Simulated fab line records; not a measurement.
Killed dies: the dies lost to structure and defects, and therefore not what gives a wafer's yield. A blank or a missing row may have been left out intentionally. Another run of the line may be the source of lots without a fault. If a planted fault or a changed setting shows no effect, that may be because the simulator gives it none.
What tool caused it? -- flow n5_finfet -- Sampling: 12 lots, 36 wafers, 4 of 1938 route steps

## WHAT THE GAUGES READ, wafer by wafer
N5_GATE_CUT_INSPECT_26: inspects for defects (darkfield).
lot,measured,on,raw_defect_count
L075,day 4 21:50,defect_inspect-01,24 68 42
L077,day 5 10:27,defect_inspect-02,21 18 23
L079,day 6 01:28,defect_inspect-01,19 26 27
L081,day 6 10:24,defect_inspect-02,57 60 32
L083,day 6 22:22,defect_inspect-01,21 21 25
L085,day 7 10:31,defect_inspect-01,16 26 24
L087,day 7 21:39,defect_inspect-01,53 36 36
L089,day 8 07:58,defect_inspect-01,46 38 36
L091,day 8 20:16,defect_inspect-01,61 37 41
L093,day 9 08:03,defect_inspect-02,15 28 27
L095,day 9 19:47,defect_inspect-02,42 42 30
L097,day 10 10:57,defect_inspect-02,36 40 45

## TOOL THAT RAN EACH LOT (tool first, then ch and the chambers of the sampled wafers, then the start)
lot,N5_GATE_CUT_HM_OPEN_40,N5_GATE_CUT_ETCH_19,N5_GATE_CUT_CUT_ETCH_55
L075,"rie_diel-03 ch 0,2,3, day 4 18:37","rie_diel-03 ch 0,2,3, day 4 18:44","rie_metal-02 ch 0,1, day 4 18:58"
L077,"rie_diel-02 ch 0,1,2, day 5 07:02","rie_diel-02 ch 0,1,2, day 5 07:10","rie_metal-02 ch 0,1, day 5 07:24"
L079,"rie_diel-05 ch 0,1, day 5 22:12","rie_diel-05 ch 0,1, day 5 22:19","rie_metal-01 ch 0,1, day 5 22:33"
L081,"rie_diel-05 ch 1,3, day 6 07:12","rie_diel-05 ch 1,3, day 6 07:19","rie_metal-02 ch 0,1, day 6 07:33"
L083,"rie_diel-05 ch 0,1, day 6 18:46","rie_diel-05 ch 0,1, day 6 18:53","rie_metal-01 ch 0, day 6 19:07"
L085,"rie_diel-03 ch 1,2,3, day 7 07:19","rie_diel-03 ch 1,2,3, day 7 07:26","rie_metal-02 ch 0,1, day 7 07:40"
L087,"rie_diel-02 ch 0,1, day 7 18:26","rie_diel-02 ch 0,1, day 7 18:34","rie_metal-03 ch 0,1, day 7 18:47"
L089,"rie_diel-02 ch 1,3, day 8 04:43","rie_diel-02 ch 1,3, day 8 04:50","rie_metal-03 ch 0,1, day 8 05:04"
L091,"rie_diel-03 ch 0,1,2, day 8 16:47","rie_diel-03 ch 0,1,2, day 8 16:55","rie_metal-02 ch 0, day 8 17:16"
L093,"rie_diel-03 ch 0,1, day 9 04:51","rie_diel-03 ch 0,1, day 9 04:58","rie_metal-01 ch 0,1, day 9 05:12"
L095,"rie_diel-05 ch 0,2,3, day 9 16:34","rie_diel-05 ch 0,2,3, day 9 16:41","rie_metal-01 ch 0,1, day 9 16:55"
L097,"rie_diel-03 ch 1,2,3, day 10 07:46","rie_diel-03 ch 1,2,3, day 10 07:53","rie_metal-03 ch 0,1, day 10 08:06"
- N5_GATE_CUT_HM_OPEN_40: chemistry C4F6/O2, target SiO2, target depth 139 nm, time 85.1 s.
- N5_GATE_CUT_ETCH_19: etches SiNx in CH3F/O2, target depth 53.7 nm, time 76.7 s.
- N5_GATE_CUT_CUT_ETCH_55: etches HfO2 in BCl3, target depth 3.2 nm.

## THE ANSWER, worked out from the rows above alone
Rule: the usual values come from the lots themselves. The widest of any qualifying gaps counts: lots, ordered by their means at a reading, are off when they make up no more than a third of the lots, leave a main group of 4 or more, and stand apart from it by 3 or more times the standard deviation of that group's means. The tables above print the reading to a certain number of digits; a main group whose means all agree to those digits is not used. Also off: a lot with no number at a reading for which 4 or more lots have one. Where the step has rows for the other lots, those lots are counted as sound.
No lot is off at any reading shown: from this, nothing can be told.

## WHAT HAD BEEN PUT IN BY THE SIMULATOR
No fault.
